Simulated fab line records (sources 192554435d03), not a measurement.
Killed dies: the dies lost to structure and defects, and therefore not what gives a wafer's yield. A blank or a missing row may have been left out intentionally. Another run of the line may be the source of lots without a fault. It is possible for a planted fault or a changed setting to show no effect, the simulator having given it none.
Which tool was responsible?    flow n5-finfet    13 lots, 38 wafers sampled, at 4 steps of a route of 1938

WHAT THE GAUGES SHOWED, per wafer
N5_BEOL_M5_CD_MEAS_11 targets a cd of 27.74 nm.
lot   measured      on         cd-nm (nm)
L749  day 8 14:17   cd-sem-01  28.1 28.0 28.0
L750  day 9 00:16   cd-sem-01  28.2 28.5 28.4
L751  day 9 00:19   cd-sem-02  28.1 27.9 27.8
L752  day 9 17:32   cd-sem-02  28.1 28.0 28.0
L755  day 10 06:21  cd-sem-02  27.7 28.3 27.5
L757  day 10 08:35  cd-sem-03  28.0 28.1 28.2
L758  day 10 19:40  cd-sem-03  27.3 28.1 28.1
L759  day 11 06:45  cd-sem-03  28.3 28.3 28.8
L761  day 11 23:32  cd-sem-02  28.2 28.1 28.4
L766  day 13 16:58  cd-sem-03  28.5 28.0 28.0
L771  day 13 23:35  cd-sem-01  27.4 28.0 27.8
L770  day 14 00:17  cd-sem-02  28.2 28.2 28.2
L772  day 14 09:43  cd-sem-03  28.1 28.0

N5_BEOL_M5_OVL_MEAS_29.
lot   measured      on          V4_OVL (nm)
L749  day 8 15:56   overlay-02  0.0 -1.0 -0.8
L750  day 9 01:25   overlay-02  0.2 -0.1 -0.4
L751  day 9 01:37   overlay-02  0.8 -0.6 -0.3
L752  day 9 19:00   overlay-01  -0.8 -0.4 -0.4
L755  day 10 07:44  overlay-02  -0.6 -0.1 0.5
L757  day 10 12:20  overlay-01  -0.5 -1.0 0.0
L758  day 10 23:28  overlay-02  0.8 1.3 1.3
L759  day 11 08:41  overlay-01  -0.3 -0.1 0.5
L761  day 12 00:32  overlay-01  0.0 0.9 -0.3
L766  day 13 18:57  overlay-01  -0.5 -1.0 -0.9
L771  day 14 00:52  overlay-02  0.4 0.0 -1.7
L770  day 14 01:53  overlay-01  0.7 0.8 0.1
L772  day 14 11:24  overlay-01  -0.1 -0.2

EACH LOT AND THE TOOL THAT RAN IT (in order: tool; ch and the chambers of the sampled wafers; start)
lot   N5_BEOL_M5_HM_OPEN_17              N5_BEOL_M5_COAT_66
L749  rie-metal-01 ch 0,1, day 8 14:41   litho-track-02 ch 0, day 8 15:30
L750  rie-metal-01 ch 0,1, day 9 00:46   litho-track-05 ch 0, day 9 01:06
L751  rie-metal-02 ch 0,1, day 9 00:47   litho-track-03 ch 0, day 9 01:11
L752  rie-metal-02 ch 0,1, day 9 17:56   litho-track-05 ch 0, day 9 18:41
L755  rie-metal-02 ch 0,1, day 10 06:45  litho-track-05 ch 0, day 10 07:18
L757  rie-metal-01 ch 0,1, day 10 08:58  litho-track-03 ch 0, day 10 12:01
L758  rie-metal-03 ch 0,1, day 10 20:02  litho-track-02 ch 0, day 10 23:02
L759  rie-metal-02 ch 0,1, day 11 07:38  litho-track-02 ch 0, day 11 08:16
L761  rie-metal-01 ch 0,1, day 11 23:54  litho-track-05 ch 0, day 12 00:14
L766  rie-metal-01 ch 0,1, day 13 17:20  litho-track-03 ch 0, day 13 18:31
L771  rie-metal-01 ch 0,1, day 13 23:59  litho-track-05 ch 0, day 14 00:32
L770  rie-metal-02 ch 0,1, day 14 00:40  litho-track-03 ch 0, day 14 01:34
L772  rie-metal-01 ch 1, day 14 10:05    litho-track-03 ch 0, day 14 11:05
- N5_BEOL_M5_HM_OPEN_17: chemistry Cl2/BCl3, target TiN, target depth 20 nm, overetch 6 nm.
- N5_BEOL_M5_COAT_66: time 60 s, resist thk 12 nm.

AS READ BY THE TOOLS THEMSELVES (means over the sampled wafers that have a number; for cases with no such wafer, the mark the record gives instead)
N5_BEOL_M5_HM_OPEN_17.
lot   tool          bcl3-flow-sccm (sccm)  chamber-pressure-mTorr (mTorr)  drypump-motor-current-A (A)  oes_ar_750_au (a.u.)  oes-product-au (a.u.)  throttle-valve-pct (%)
L749  rie-metal-01  21.82                  9.997                           5.6                          0.78                  0.67                   21.87
L750  rie-metal-01  21.68                  9.996                           5.6                          0.78                  0.67                   21.88
L751  rie-metal-02  21.71                  10.004                          6.4                          0.78                  0.66                   21.98
L752  rie-metal-02  21.78                  10.004                          6.4                          0.77                  0.65                   21.99
L755  rie-metal-02  21.70                  9.993                           6.2                          0.85                  0.70                   22.07
L757  rie-metal-01  21.79                  9.997                           5.6                          0.77                  0.66                   21.89
L758  rie-metal-03  21.78                  10.006                          5.6                          0.95                  0.80                   22.27
L759  rie-metal-02  21.78                  9.995                           6.2                          0.84                  0.71                   22.05
L761  rie-metal-01  21.81                  9.997                           5.6                          0.77                  0.65                   21.89
L766  rie-metal-01  21.73                  10.001                          5.6                          0.75                  0.64                   21.90
L771  rie-metal-01  21.80                  9.994                           5.6                          0.75                  0.64                   21.90
L770  rie-metal-02  21.75                  10.010                          6.2                          0.81                  0.68                   22.07
L772  rie-metal-01  21.81                  10.000                          4.7                          0.89                  0.73                   21.96

N5_BEOL_M5_COAT_66.
lot   tool            spin-speed-rpm (rpm)
L749  litho-track-02  1499.6
L750  litho-track-05  1498.0
L751  litho-track-03  1500.7
L752  litho-track-05  1500.0
L755  litho-track-05  1499.5
L757  litho-track-03  1499.7
L758  litho-track-02  1442.9
L759  litho-track-02  1443.5
L761  litho-track-05  1500.4
L766  litho-track-03  1500.8
L771  litho-track-05  1499.5
L770  litho-track-03  1500.5
L772  litho-track-03  1500.0

THE ANSWER, worked out from the rows above alone
Rule: what is usual is taken from the lots themselves. Put in order of their means at a reading, lots are off if they are a third of the lots or fewer, leave a main group of 4 or more, and stand apart from it by a gap of 3 or more times the standard deviation of the main group's means; of several such gaps the widest counts. A main group whose means are all the same, to the digits that the tables above print for the reading, isn't used. Also off: a lot with no number at a reading for which 4 or more lots have one. Any other lot the step has rows for is counted as sound. Order of review: gauges by route order, followed by the tools' own readings, for which a lot's mean as printed above is used. At the first step where some lot is off, the reading lying furthest off is the one used; lots without a number count as furthest.
Off, at N5_BEOL_M5_COAT_66 on spin-speed-rpm: L758, L759. Main group: mean 1499.9 rpm, sd 0.75.
If a tool, at that step or one of the process steps before it, ran each lot that is off and ran no sound lot following the first of them, it fits. One candidate fits, namely litho-track-02 at N5_BEOL_M5_COAT_66. A fault onset in the window from L749 (day 8 15:30, its last sound lot) to L758 (day 10 23:02, its first lot off) fits.
The tool's own readings at N5_BEOL_M5_COAT_66 bear it out: on the lots that are off they differ by more than 5 times the standard deviation of the sound lots' means. spin-speed-rpm reads 1443.2 rpm there against 1499.9 rpm on the sound lots.

WHAT HAD BEEN PUT IN BY THE SIMULATOR
Process parameter drift: litho-track-02, from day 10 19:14 on, at N5_BEOL_M5_COAT_66. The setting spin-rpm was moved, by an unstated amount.
Shown lots that were struck: L758, L759. This agrees with what the rule above found.
